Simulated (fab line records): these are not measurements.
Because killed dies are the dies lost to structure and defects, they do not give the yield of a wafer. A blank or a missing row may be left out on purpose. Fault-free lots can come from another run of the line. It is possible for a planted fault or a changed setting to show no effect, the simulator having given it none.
Matching of chambers	flow nand-harc	rie-diel-09 running NHARC_A_STAIRCASE_TRIM_20: 4 sister chambers
The step chemistry O2, time 211.2 s. 8 wafers are shown with their chamber, then 9 later ones without.

WAFERS WITH THEIR CHAMBER
wafer	chamber	drypump-motor-current-A (A)	showerhead-plenum-p-Torr (Torr)
L077.2	0	5.29	3.28
L084.4	0	5.30	3.26
L085.1	2	5.81	3.59
L085.2	1	5.47	3.61
L085.4	3	5.38	3.28
L091.1	3	5.34	3.80
L091.4	2	5.84	3.57
L091.6	1	5.46	3.60

WAFERS MISSING THEIR CHAMBER
wafer	drypump-motor-current-A (A)	showerhead-plenum-p-Torr (Torr)
L094.2	5.31	3.80
L094.5	5.35	3.80
L094.6	5.31	3.80
L093.1	5.45	3.60
L093.3	5.36	3.80
L093.4	5.82	3.57
L097.2	5.28	3.79
L097.3	5.46	3.59
L097.4	5.35	3.79

WHICH CHAMBER EACH WENT THROUGH
wafer	from the rows above	in truth
L094.2	can't be placed: 0 or 3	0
L094.5	3	3
L094.6	can't be placed: 0 or 3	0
L093.1	1	1
L093.3	3	3
L093.4	2	2
L097.2	can't be placed: 0 or 3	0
L097.3	1	1
L097.4	3	3
Correctly placed: 6 of 9. Unplaceable from these rows: 3, with the true chamber sitting among the candidates in 3. Placed wrongly: 0.
How it was worked out, from the rows above alone: a wafer's distance from a chamber is the root of the sum, over the readings, of the square of ((its reading less the chamber's mean) divided by the reading's scatter). The wafer belongs to the nearest chamber; if the next one is less than 2 further off, it can't be placed. A chamber's mean is the mean of its shown wafers. The scatter: take each reading less its chamber's mean, square it, sum over the shown wafers, divide by the number of wafers less the number of chambers, and take the root.
